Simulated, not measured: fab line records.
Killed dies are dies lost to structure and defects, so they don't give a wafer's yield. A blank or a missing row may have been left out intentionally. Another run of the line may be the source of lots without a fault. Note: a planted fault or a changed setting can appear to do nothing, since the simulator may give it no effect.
fab line records	flow nandHarc	part 1 of 2: steps 1 to 20 of 32
record lots=5	wafers=15	lastDay=32
route steps=1302 shown A_CHANNEL_FILL_D2@612 A_STAIRCASE@639
lots untouched by any fault: they come from a run of this same line in which no faults occurred
startH: hours from the record's opening day to when the first of the lot's shown wafers began	waitH: how many hours have passed since the lot's step before this one	" as in the row above	L1.1+2: several wafers, shown together as one row	- no value, or no start given	* or withheld: withheld	< > ~ a bound
route shown NAME@n: a module of which the file shows steps, and the number in the route of the first	usual: the fault-free wafers' mean and standard deviation	same: alike in all rows	chamber/n: place in a boat	sites: each site's reading	_std_site: standard deviation across them	_edge_site: mean of outer sites minus mean of inner sites	radiusMm: how far each site lies from the wafer's centre	mask NAME#n: copy n	behind: the tool/chamber that last shaped the wafer	hold: why the lot was held/for how many hours/how that ended	device: which transistor (n, p or np) failed to switch	end of line: at the end of the route, the tests of the same wafers	for a step that has no rows: nothing shown but its recipe	killed: at the first sort, the dies lost to defects and structure; wafer yield is something else	map: dies across one wafer; x = killed, . = not, _ = none there
set.NAME: setting as actually run; set.NAME@STEP: the setting as run at that earlier step	model.NAME: the simulator's own value behind a step, which no gauge read
certain route steps with their lots: each step a table, each wafer a row
services: the hour from which a tool's chamber was out of use, counted from the record's first day as startH (under 0 if before that day), plus the number of hours and why
## steps
# step NHARC_A_CHANNEL_FILL_D2_ALD_02
# recipe targetThkA=60	pulseTimeS=10	aldCycles=60	tempC=300	material=SiO2
# usual heaterPowerW=448/39	precursorPulseHeightRel=1.000/0.019
lot.wafer	tool	chamber	startH	waitH	heaterPowerW	precursorPulseHeightRel
L079.4	aldHk-02	3	359.93	0.1	488	1.019
L079.1	"	1	"	"	469	1.000
L079.2	"	2	"	"	472	1.020
L082.3	aldHk-03	0	381.72	-	521	0.983
L082.4	"	2	"	"	414	0.973
L082.5	"	0	"	"	522	1.025
L089.4	aldHk-02	1	441.22	-	464	0.997
L089.2	"	2	"	"	485	0.982
L089.1	"	0	"	"	372	0.999
L092.1	aldHk-03	1	484.73	-	428	1.019
L092.2	"	3	"	"	419	1.018
L092.6	"	0	"	"	490	0.988
L093.4	aldHk-03	3	485.16	-	420	1.017
L093.1	"	0	"	"	497	0.986
L093.6	"	3	"	"	418	1.010
# step NHARC_A_CHANNEL_FILL_D2_ALD_03
# recipe targetThkA=60	pulseTimeS=60	aldCycles=58	tempC=630	pressureTorr=2	material=SiNx
# usual precursorPulseHeightRel=0.996/0.02
lot.wafer	tool	chamber	startH	waitH	precursorPulseHeightRel
L079.1	aldSinBatch-02	0	-	-	0.982
L079.2	"	0	"	"	1.027
L079.4	"	0	"	"	0.987
L082.3	aldSinBatch-02	0	-	-	1.027
L082.4	"	0	"	"	1.012
L082.5	"	0	"	"	0.967
L089.1	aldSinBatch-01	0	-	-	1.015
L089.2	"	0	"	"	1.022
L089.4	"	0	"	"	0.971
L092.1	aldSinBatch-01	0	-	-	0.980
L092.2	"	0	"	"	1.022
L092.6	"	0	"	"	1.000
L093.1	aldSinBatch-01	0	-	-	0.992
L093.4	"	0	"	"	1.046
L093.6	"	0	"	"	0.993
# step NHARC_A_CHANNEL_FILL_D2_ALD_14
# recipe targetThkA=25	pulseTimeS=10	aldCycles=25	tempC=300	material=SiO2
# usual heaterPowerW=453/43	precursorPulseHeightRel=1.000/0.018
lot.wafer	tool	chamber	startH	waitH	heaterPowerW	precursorPulseHeightRel
L079.2	aldHk-02	3	365.05	0.0	488	1.016
L079.1	"	0	"	"	387	1.002
L079.4	"	1	"	"	470	1.028
L082.4	aldHk-03	1	388.69	0.1	423	1.006
L082.3	"	3	"	"	425	0.965
L082.5	"	1	"	"	420	1.006
L089.1	aldHk-01	3	448.60	0.0	461	1.017
L089.4	"	0	"	"	521	0.981
L089.2	"	1	"	"	505	0.989
L093.4	aldHk-02	3	491.75	0.1	479	1.037
L093.1	"	1	"	"	467	1.009
L093.6	"	3	"	"	481	1.015
L092.2	aldHk-03	1	491.75	0.1	437	0.968
L092.1	"	2	"	"	407	0.986
L092.6	"	1	"	"	435	0.998
# step NHARC_A_CHANNEL_FILL_D2_ALD_15
# recipe targetThkA=20	pulseTimeS=60	aldCycles=19	tempC=630	pressureTorr=2	material=SiNx
# usual precursorPulseHeightRel=0.997/0.018
lot.wafer	tool	chamber	startH	waitH	precursorPulseHeightRel
L079.1	aldSinBatch-02	0	-	-	0.998
L079.2	"	0	"	"	0.998
L079.4	"	0	"	"	0.991
L082.3	aldSinBatch-02	0	-	-	0.991
L082.4	"	0	"	"	1.009
L082.5	"	0	"	"	1.001
L089.1	aldSinBatch-01	0	-	-	1.014
L089.2	"	0	"	"	0.968
L089.4	"	0	"	"	1.032
L092.1	aldSinBatch-01	0	-	-	1.000
L092.2	"	0	"	"	0.968
L092.6	"	0	"	"	0.997
L093.1	aldSinBatch-01	0	-	-	1.015
L093.4	"	0	"	"	1.020
L093.6	"	0	"	"	0.947
# step NHARC_A_CHANNEL_FILL_D2_ALD_16
# recipe targetThkA=15	pulseTimeS=10	aldCycles=15	tempC=300	material=SiO2
# usual heaterPowerW=449/39	precursorPulseHeightRel=1.001/0.02
lot.wafer	tool	chamber	startH	waitH	heaterPowerW	precursorPulseHeightRel
L079.4	aldHk-02	3	370.25	0.0	490	1.006
L079.2	"	0	"	"	388	1.043
L079.1	"	2	"	"	486	0.987
L082.4	aldHk-01	2	394.04	0.3	404	0.981
L082.3	"	3	"	"	461	0.961
L082.5	"	0	"	"	495	0.998
L089.2	aldHk-03	3	453.79	0.1	406	1.024
L089.1	"	0	"	"	482	1.007
L089.4	"	1	"	"	437	1.040
L092.1	aldHk-02	1	496.87	0.0	472	0.998
L092.2	"	3	"	"	493	0.985
L092.6	"	2	"	"	486	1.014
L093.1	aldHk-03	1	496.87	0.0	436	0.991
L093.4	"	2	"	"	413	0.998
L093.6	"	1	"	"	424	1.027
# step NHARC_A_CHANNEL_FILL_D2_ANNEAL_17
# recipe tempC=850	timeS=1800
# usual spikeTcLowerC=849.8/1.2	tubeCenterTempC=850.01/0.068	zonePowerTopPct=32.9/1.7
lot.wafer	tool	chamber	startH	waitH	spikeTcLowerC	tubeCenterTempC	zonePowerTopPct
L079.1	furnace-03	0	374.03	-	848.8	850.01	34.8
L079.2	"	0	"	"	848.9	850.01	34.8
L079.4	"	0	"	"	849.8	849.93	34.4
L082.3	furnace-02	0	396.66	-	851.4	849.95	33.0
L082.4	"	0	"	"	849.6	850.01	32.9
L082.5	"	0	"	"	849.5	850.04	32.9
L089.1	furnace-05	0	457.14	-	850.3	850.07	29.1
L089.2	"	0	"	"	849.9	850.04	28.7
L089.4	"	0	"	"	849.6	850.1	29.4
L092.1	furnace-02	0	501.23	-	849.0	850	33.3
L092.2	"	0	"	"	848.6	850.07	32.8
L092.6	"	0	"	"	851.3	850.06	32.6
L093.1	furnace-02	0	501.23	-	850.1	849.91	32.3
L093.4	"	0	"	"	850.1	849.88	32.6
L093.6	"	0	"	"	850.9	849.99	32.7
# step NHARC_A_CHANNEL_FILL_D2_CVD_18
# recipe targetThkA=30	tempC=550	material=poly-Si
# usual spikeTcLowerC=550.3/1	tubeCenterTempC=550/0.052	zonePowerTopPct=15.4/1.4
lot.wafer	tool	chamber	startH	waitH	spikeTcLowerC	tubeCenterTempC	zonePowerTopPct
L079.1	lpcvdPoly-03	0	380.62	-	551.6	549.96	14.3
L079.2	"	0	"	"	548.7	549.96	14.3
L079.4	"	0	"	"	550.1	549.92	14.4
L082.3	lpcvdPoly-01	0	403.16	-	550.4	550.04	17.6
L082.4	"	0	"	"	549.2	549.98	17.9
L082.5	"	0	"	"	550.7	550.13	17.6
L089.1	lpcvdPoly-03	0	463.73	-	552.3	550.02	14.5
L089.2	"	0	"	"	551.5	550.03	14.2
L089.4	"	0	"	"	551.3	549.94	14.2
L092.1	lpcvdPoly-04	0	507.65	-	550.3	550.05	14.4
L092.2	"	0	"	"	550.0	550.05	14.4
L092.6	"	0	"	"	547.4	549.96	14.6
L093.1	lpcvdPoly-04	0	507.65	-	548.2	550.1	14.3
L093.4	"	0	"	"	551.0	549.98	14.7
L093.6	"	0	"	"	551.1	549.93	14.8
# step NHARC_A_CHANNEL_FILL_D2_ETCHBACK_19
# recipe targetDepthA=50	timeS=1.7	hbrFlowSccm=150	cl2FlowSccm=50	rfW=400	icpW=400	biasW=100	chemistry=HBr/Cl2
# usual drypumpMotorCurrentA=5.9/0.41	hbrFlowSccm=150.0/0.47	mfcCl2Sccm=49.98/0.16	oesProductAu=1.001/0.016	throttleValvePct=26.406/0.0092
lot.wafer	tool	chamber	startH	waitH	drypumpMotorCurrentA	hbrFlowSccm	mfcCl2Sccm	oesProductAu	rfHoursCounterH	throttleValvePct
L079.4	rieSi-03	2	382.71	0.4	6.5	150.1	50.17	1.009	0.95	26.398
L079.1	"	3	"	"	5.7	149.9	49.97	1.033	0.79	26.408
L079.2	"	0	"	"	6.4	149.6	50.09	0.989	0.85	26.391
L082.3	rieSi-06	0	405.23	0.4	5.9	149.8	50.17	0.999	0.78	26.405
L082.4	"	1	"	"	5.5	150.9	49.93	1.031	0.75	26.385
L082.5	"	0	"	"	5.9	149.3	50.11	1.015	-	26.417
L089.2	rieSi-06	0	465.78	0.4	5.9	149.1	49.95	0.995	0.28	26.416
L089.4	"	1	"	"	5.5	149.2	49.78	1.014	0.26	26.405
L089.1	"	3	"	"	6.0	149.8	49.84	0.987	0.26	26.397
L092.2	rieSi-04	3	509.72	0.4	6.1	149.5	50.01	0.983	1.02	26.420
L092.1	"	0	"	"	6.3	149.7	49.81	1.000	1.17	26.397
L092.6	"	3	"	"	6.1	150.2	50.00	0.981	-	26.412
L093.4	rieSi-03	3	509.73	0.4	5.7	150.1	50.04	1.016	0.62	26.420
L093.1	"	0	"	"	6.4	150.6	50.08	0.992	0.54	26.434
L093.6	"	1	"	"	5.1	150.1	49.83	1.004	-	26.397
# step NHARC_A_CHANNEL_FILL_D2_ETCHBACK_20
# recipe targetDepthA=270	timeS=13.5	c4f8FlowSccm=withheld	o2FlowSccm=8	arFlowSccm=withheld	rfW=600	biasW=1500	chemistry=C4F8/O2/Ar
# usual oesProductAu=0.991/0.026	rfVppV=976/5.2
lot.wafer	tool	chamber	startH	waitH	oesProductAu	rfHoursCounterH	rfVppV
L079.2	rieDiel-10	0	382.84	-	0.986	4	972
L079.4	"	2	"	"	0.991	4	983
L079.1	"	3	"	"	0.994	4	969
L082.4	rieDiel-01	1	405.35	-	0.997	4	989
L082.3	"	2	"	"	0.991	4	975
L082.5	"	1	"	"	0.991	-	987
L089.4	rieDiel-09	1	465.91	-	0.998	4	983
L089.2	"	2	"	"	1.012	3	971
L089.1	"	3	"	"	1.015	4	978
L092.1	rieDiel-10	0	509.83	-	1.002	2	970
L092.2	"	1	"	"	0.979	2	973
L092.6	"	0	"	"	1.005	-	969
L093.4	rieDiel-09	3	509.85	-	1.002	0	976
L093.1	"	0	"	"	0.992	0	977
L093.6	"	1	"	"	0.995	-	982
# step NHARC_A_CHANNEL_FILL_D2_STRIP_28
# recipe timeS=20	o2FlowSccm=500	arFlowSccm=0	biasW=0	chemistry=O2
# usual drypumpMotorCurrentA=5.9/0.58	oesProductAu=1.005/0.01	rfVppV=57.7/0.92	showerheadPlenumPTorr=3.48/0.13	throttleValvePct=17.037/0.0096
lot.wafer	tool	chamber	startH	waitH	drypumpMotorCurrentA	oesProductAu	rfHoursCounterH	rfVppV	showerheadPlenumPTorr	throttleValvePct
L079.1	rieDiel-10	0	382.93	0.1	5.3	0.988	4	57.6	3.33	17.042
L079.2	"	2	"	"	6.4	1.007	4	58.4	3.68	17.034
L079.4	"	3	"	"	5.6	1.008	4	56.2	3.33	17.033
L082.4	rieDiel-01	1	405.45	0.1	5.5	0.991	4	58.4	3.81	17.017
L082.3	"	2	"	"	5.9	0.998	4	57.1	3.43	17.037
L082.5	"	3	"	"	5.1	1.000	-	56.3	3.30	17.038
L089.2	rieDiel-09	3	466.00	0.1	6.2	1.009	4	58.1	3.50	17.037
L089.1	"	0	"	"	5.3	1.009	4	57.2	3.53	17.033
L089.4	"	2	"	"	6.8	1.023	3	56.5	3.36	17.037
L093.1	rieDiel-09	0	509.93	0.1	5.3	0.998	0	59.5	3.53	17.017
L093.4	"	2	"	"	6.9	1.020	0	57.0	3.36	17.059
L093.6	"	0	"	"	5.3	0.993	-	57.2	3.53	17.034
L092.2	rieDiel-10	0	509.93	0.1	5.3	1.012	2	57.4	3.33	17.033
L092.1	"	1	"	"	6.3	0.990	2	57.4	3.41	17.043
L092.6	"	3	"	"	5.6	1.006	-	56.8	3.33	17.045
# step NHARC_A_CHANNEL_FILL_D2_PRECLEAN_21
# recipe timeS=30	chemistry=dHF
lot.wafer	tool	chamber	startH	waitH
L079.4+1+2	wetBench-01	3,4,6	383.03	-
L082.4+3+5	wetBench-07	4,7,0	405.54	-
L089.4+1+2	wetBench-07	2,3,5	466.10	-
L092.1+6+2	wetBench-02	0,1,5	510.02	-
L093.6+4+1	wetBench-07	7,0,3	510.02	-
# step NHARC_A_CHANNEL_FILL_D2_SRD_23
lot.wafer	tool	chamber	startH	waitH
L079.4+1+2	wetBench-01	3,4,6	383.05	0.0
L082.4+3+5	wetBench-07	4,7,0	405.56	0.0
L089.4+1+2	wetBench-07	2,3,5	466.13	0.0
L092.1+6+2	wetBench-02	0,1,5	510.05	0.0
L093.6+4+1	wetBench-07	7,0,3	510.05	0.0
# step NHARC_A_CHANNEL_FILL_D2_CVD_05
# recipe targetThkA=50	tempC=550	material=poly-Si
# usual spikeTcLowerC=550.2/1	tubeCenterTempC=550/0.051	zonePowerTopPct=15.6/1.5
lot.wafer	tool	chamber	startH	waitH	spikeTcLowerC	tubeCenterTempC	zonePowerTopPct
L079.1	lpcvdPoly-04	0	385.32	2.3	550.1	550	14.5
L079.2	"	0	"	"	550.6	550.05	14.6
L079.4	"	0	"	"	549.3	550.12	14.1
L082.3	lpcvdPoly-04	0	407.83	2.3	549.6	550.04	14.7
L082.4	"	0	"	"	551.9	550.11	14.5
L082.5	"	0	"	"	550.5	550.04	14.6
L089.1	lpcvdPoly-04	0	468.40	2.3	548.5	549.98	14.7
L089.2	"	0	"	"	548.2	549.96	14.8
L089.4	"	0	"	"	549.4	549.94	14.6
L092.1	lpcvdPoly-04	0	512.32	2.3	548.4	550.04	14.4
L092.2	"	0	"	"	548.1	549.93	14.7
L092.6	"	0	"	"	550.0	549.98	14.5
L093.1	lpcvdPoly-04	0	512.32	2.3	550.2	550.01	14.5
L093.4	"	0	"	"	550.4	549.98	14.6
L093.6	"	0	"	"	551.5	550.02	14.6
# step NHARC_A_CHANNEL_FILL_D2_ANNEAL_22
# recipe tempC=620	timeS=7200
# usual spikeTcLowerC=619.6/1.2	tubeCenterTempC=620/0.051	zonePowerTopPct=20.0/1.4
lot.wafer	tool	chamber	startH	waitH	spikeTcLowerC	tubeCenterTempC	zonePowerTopPct
L079.1	furnace-05	0	390.65	3.5	619.4	619.96	18.3
L079.2	"	0	"	"	618.6	620	18.4
L079.4	"	0	"	"	618.2	619.96	18.2
L082.3	furnace-02	0	414.23	4.6	622.1	620.04	20.5
L082.4	"	0	"	"	620.9	619.95	20.5
L082.5	"	0	"	"	620.5	620.04	20.7
L089.1	furnace-02	0	473.22	2.9	622.0	620.01	20.6
L089.2	"	0	"	"	622.2	619.9	20.7
L089.4	"	0	"	"	619.3	619.99	20.3
L092.1	furnace-02	0	517.08	2.9	620.6	619.9	20.7
L092.2	"	0	"	"	619.3	619.99	20.9
L092.6	"	0	"	"	619.1	620.01	20.3
L093.1	furnace-02	0	517.08	2.9	618.9	619.96	20.7
L093.4	"	0	"	"	620.1	619.99	21.1
L093.6	"	0	"	"	619.0	620.02	20.7
# step NHARC_A_CHANNEL_FILL_D2_ALD_25
# recipe targetThkA=600	pulseTimeS=10	aldCycles=600	tempC=300	material=SiOx
# usual heaterPowerW=449/41	precursorPulseHeightRel=0.999/0.019
lot.wafer	tool	chamber	startH	waitH	heaterPowerW	precursorPulseHeightRel
L079.2	aldHk-02	3	395.30	0.7	484	1.018
L079.1	"	0	"	"	380	0.958
L079.4	"	1	"	"	472	1.006
L082.3	aldHk-01	2	418.90	0.7	394	1.023
L082.4	"	0	420.14	2.0	486	0.993
L082.5	"	1	"	"	505	1.024
L089.1	aldHk-02	0	477.71	0.5	381	1.027
L089.4	"	1	478.95	1.7	479	0.971
L089.2	"	2	480.19	2.9	480	1.007
L092.1	aldHk-03	1	521.12	0.1	437	1.003
L092.2	"	2	"	"	422	0.996
L092.6	"	1	523.56	2.5	425	0.976
L093.1	aldHk-02	2	521.14	0.1	467	1.007
L093.4	"	1	522.99	1.9	477	0.974
L093.6	"	2	"	"	491	1.038
# step NHARC_A_CHANNEL_FILL_D2_ETCHBACK_08
# recipe targetDepthA=2200	timeS=110	c4f8FlowSccm=20	arFlowSccm=withheld	rfW=600	biasW=300	chemistry=C4F8
# usual oesProductAu=0.97/0.035	rfVppV=440.0/2.6
lot.wafer	tool	chamber	startH	waitH	oesProductAu	rfHoursCounterH	rfVppV
L079.4	rieDiel-09	2	-	-	1.03	2	437.8
L079.1	"	3	"	"	1.00	2	440.8
L079.2	"	1	"	"	1.00	2	444.1
L082.4	rieDiel-01	2	-	-	0.93	8	438.0
L082.3	"	0	"	"	0.92	7	444.0
L082.5	"	2	"	"	0.93	-	438.9
L089.1	rieDiel-09	2	-	-	0.94	4	436.8
L089.4	"	0	"	"	0.92	4	440.5
L089.2	"	1	"	"	0.92	4	444.3
L092.1	rieDiel-10	0	-	-	0.93	2	437.9
L092.2	"	2	"	"	0.93	2	445.1
L092.6	"	3	"	"	0.93	-	437.2
L093.4	rieDiel-01	0	-	-	1.01	27	442.7
L093.1	"	1	"	"	0.99	31	446.6
L093.6	"	3	"	"	0.99	-	436.2
# step NHARC_A_CHANNEL_FILL_D2_STRIP_29
# recipe timeS=20	o2FlowSccm=500	arFlowSccm=0	biasW=0	chemistry=O2
# usual drypumpMotorCurrentA=5.9/0.58	oesProductAu=1.005/0.01	rfVppV=57.8/0.93	showerheadPlenumPTorr=3.49/0.14	throttleValvePct=17.037/0.0088
lot.wafer	tool	chamber	startH	waitH	drypumpMotorCurrentA	oesProductAu	rfHoursCounterH	rfVppV	showerheadPlenumPTorr	throttleValvePct
L079.4	rieDiel-09	0	-	-	5.3	1.022	2	58.3	3.53	17.034
L079.1	"	1	"	"	5.2	1.002	2	57.6	3.65	17.048
L079.2	"	3	"	"	6.2	1.003	2	58.1	3.50	17.049
L082.4	rieDiel-01	1	-	-	5.4	0.999	8	58.7	3.80	17.022
L082.3	"	2	"	"	5.9	0.990	9	58.9	3.42	17.048
L082.5	"	0	"	"	6.3	1.002	-	59.1	3.64	17.040
L089.2	rieDiel-09	3	-	-	6.2	1.007	4	57.6	3.50	17.035
L089.1	"	1	"	"	5.2	0.979	4	58.7	3.65	17.029
L089.4	"	2	"	"	6.8	1.004	4	56.3	3.36	17.060
L092.2	rieDiel-10	0	-	-	5.3	1.012	2	58.3	3.33	17.043
L092.1	"	2	"	"	6.4	1.008	2	57.3	3.68	17.020
L092.6	"	0	"	"	5.3	1.016	-	57.4	3.33	17.049
L093.4	rieDiel-01	2	-	-	5.9	0.975	31	58.1	3.41	17.049
L093.1	"	0	"	"	6.3	1.014	27	57.7	3.63	17.060
L093.6	"	1	"	"	5.4	0.992	-	58.3	3.79	17.027
# step NHARC_A_CHANNEL_FILL_D2_PRECLEAN_30
# recipe timeS=30	chemistry=dHF
lot.wafer	tool	chamber	startH	waitH
L079.4+2+1	wetBench-07	4,6,0	400.43	-
L082.4+5+3	wetBench-01	5,6,7	424.10	-
L089.2+4+1	wetBench-01	7,0,1	487.26	-
L092.1+6+2	wetBench-07	7,1,3	526.88	-
L093.1+6+4	wetBench-02	7,3,4	526.94	-
# step NHARC_A_CHANNEL_FILL_D2_SRD_31
lot.wafer	tool	chamber	startH	waitH
L079.4+2+1	wetBench-07	4,6,0	400.46	0.0
L082.4+5+3	wetBench-01	5,6,7	424.12	0.0
L089.2+4+1	wetBench-01	7,0,1	487.28	0.0
L092.1+6+2	wetBench-07	7,1,3	526.90	0.0
L093.1+6+4	wetBench-02	7,3,4	-	-
# step NHARC_A_CHANNEL_FILL_D2_CVD_09
# recipe targetThkA=1500	tempC=620	pressureMtorr=200	timeS=3000	material=poly-Si
# usual pressureMtorr=200.0/0.37	spikeTcLowerC=620.4/0.97	tubeCenterTempC=620/0.059	zonePowerTopPct=19.1/1.8
lot.wafer	tool	chamber	startH	waitH	pressureMtorr	spikeTcLowerC	tubeCenterTempC	zonePowerTopPct
L079.1	lpcvdPoly-04	0	402.73	2.3	200.6	619.6	620.11	17.1
L079.2	"	0	"	"	200.5	621.0	619.97	17.2
L079.4	"	0	"	"	200.5	620.0	620.03	17.3
L082.3	lpcvdPoly-01	0	426.38	2.3	199.7	621.3	620.01	20.4
L082.4	"	0	"	"	199.8	621.3	619.95	21.0
L082.5	"	0	"	"	200.1	622.1	619.92	20.9
L089.1	lpcvdPoly-01	0	489.63	2.3	200.8	619.6	619.96	20.9
L089.2	"	0	"	"	200.3	621.4	619.93	20.6
L089.4	"	0	"	"	200.2	620.3	620	20.6
L092.1	lpcvdPoly-03	0	529.33	2.4	200.5	620.4	619.95	17.1
L092.2	"	0	"	"	199.7	622.6	619.95	17.0
L092.6	"	0	"	"	200.1	620.2	620.11	17.1
L093.1	lpcvdPoly-03	0	529.33	-	199.8	619.4	619.98	16.8
L093.4	"	0	"	"	199.8	619.6	620	17.1
L093.6	"	0	"	"	200.3	619.3	620.05	16.9
